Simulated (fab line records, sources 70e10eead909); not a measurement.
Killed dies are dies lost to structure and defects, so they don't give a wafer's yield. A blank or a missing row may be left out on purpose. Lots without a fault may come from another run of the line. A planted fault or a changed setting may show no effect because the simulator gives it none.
A struck lot beside a sound one | flow nand_harc | 14 steps out of a route of 1302
Sound: wafers L445.2, L445.4, L445.5. Struck: wafer L455.5. (L455.2, L455.4 of the same lot were not struck and are left out.) The cause comes at the end.
At each step with rows: each side's tool, then ch and its chambers, then its first start. Under that, the readings that differ: sound wafers | struck wafers | difference of the means | sigmas: that difference in standard deviations of wafers without a fault.
alike: readings whose means differ by less than 2 such deviations, and words and numbers that are the same on both sides. not compared: withheld readings, readings that some wafer has no value for, bounds like >300 that may hide the same value, and numbers for which the record gives no deviation and whose values overlap.
The two part at a step that has a row with sigmas, a row that says differs or no value, or rows on one side only. Numbers that don't overlap but have no deviation are shown without sigmas and don't part them. A reading that every wafer of one side lacks parts them only if that side has two wafers or more.

first, 8 steps without rows for these wafers: NHARC_A_STAIRCASE_HMDS_210 (time 30 s); NHARC_A_STAIRCASE_COAT_211; NHARC_A_STAIRCASE_SOFTBAKE_212 (time 170 s); NHARC_A_STAIRCASE_EBR_213; NHARC_A_STAIRCASE_EXPOSE_214 (exposes mask STAIR 3); NHARC_A_STAIRCASE_PEB_215 (peb time 130 s); NHARC_A_STAIRCASE_DEVELOP_216 (time 140 s); NHARC_A_STAIRCASE_HARDBAKE_218 (time 140 s).
NHARC_A_STAIRCASE_DESCUM_219: chemistry O2, time 3 s.
  sound on rie_diel-08 ch 0,1, day 20 14:05; struck on rie_diel-05 ch 3, day 25 00:17
  alike: chamber_pressure_mTorr, drypump_motor_current_A, oes_product_au, rf_vpp_V, showerhead_plenum_p_Torr, throttle_valve_pct
  not compared: rf_hours_counter_h
NHARC_A_STAIRCASE_TRIM_220: chemistry O2, time 211.2 s.
  sound on rie_diel-08 ch 0,2, day 20 14:13; struck on rie_diel-05 ch 0, day 25 00:22
  reading                     | sound                | struck | difference | sigmas
  drypump_motor_current_A (A) | 6.32 6.34 6.43       | 5.87   | -0.49      | -2
  throttle_valve_pct (%)      | 17.024 17.028 17.026 | 17.046 | +0.020     | +2
  alike: chamber_pressure_mTorr, oes_product_au, rf_vpp_V, run_length_s, showerhead_plenum_p_Torr
  not compared: rf_hours_counter_h
NHARC_A_STAIRCASE_ETCH_221: etches the open film in C4F8/O2, target depth 100 nm, time 40.5 s.
  sound on rie_diel-08 ch 0,1,2; struck on rie_diel-05 ch 2
  alike: chamber_pressure_mTorr, oes_product_au, rf_vpp_V
  not compared: rf_hours_counter_h
NHARC_A_STAIRCASE_TRIM_222: chemistry O2, time 211.2 s.
  sound on rie_diel-08 ch 0,1,2, day 20 14:29; struck on rie_diel-05 ch 0, day 25 00:36
  reading                | sound                | struck | difference | sigmas
  rf_vpp_V (V)           | 60.1 58.9 59.0       | 57.4   | -1.9       | -2
  run_length_s (s)       | 232.3 232.4 232.3    | 136.8  | -95.5      | -99 or more
  throttle_valve_pct (%) | 17.038 17.031 17.017 | 17.056 | +0.027     | +3
  alike: chamber_pressure_mTorr, drypump_motor_current_A, oes_product_au, showerhead_plenum_p_Torr
  not compared: rf_hours_counter_h
NHARC_A_STAIRCASE_ETCH_223: etches the open film in C4F8/O2, target depth 100 nm, time 40.5 s.
  sound on rie_diel-08 ch 0,1,2; struck on rie_diel-05 ch 2
  reading      | sound       | struck | difference | sigmas
  rf_vpp_V (V) | 896 905 904 | 889    | -13        | -2
  alike: chamber_pressure_mTorr, oes_product_au
  not compared: rf_hours_counter_h
-- the record jumps here: 9 days lie between the struck wafers' starts before and after (it left off in module A_STAIRCASE and takes up again in module END, whose first step shown is number 1302 of the route) --
NHARC_END_SORT_01:
  sound on prober-01 ch 0, day 28 17:38; struck on prober-01 ch 0, day 33 13:01
  reading         | sound    | struck                   | difference                   | sigmas
  hold            | - - -    | await_dispo/3.5h/release | no value on the sound wafers |
  killed_at_array | 44 57 32 | 672                      | +628                         | +31
  killed_dies     | 46 67 36 | 677                      | +627                         | +31
  alike: killed_at_other, killed_at_periphery, killed_open, killed_short

WHERE THEY PART
First at NHARC_A_STAIRCASE_TRIM_220; last, within this record, at NHARC_END_SORT_01.

WHY: what the simulator had put in
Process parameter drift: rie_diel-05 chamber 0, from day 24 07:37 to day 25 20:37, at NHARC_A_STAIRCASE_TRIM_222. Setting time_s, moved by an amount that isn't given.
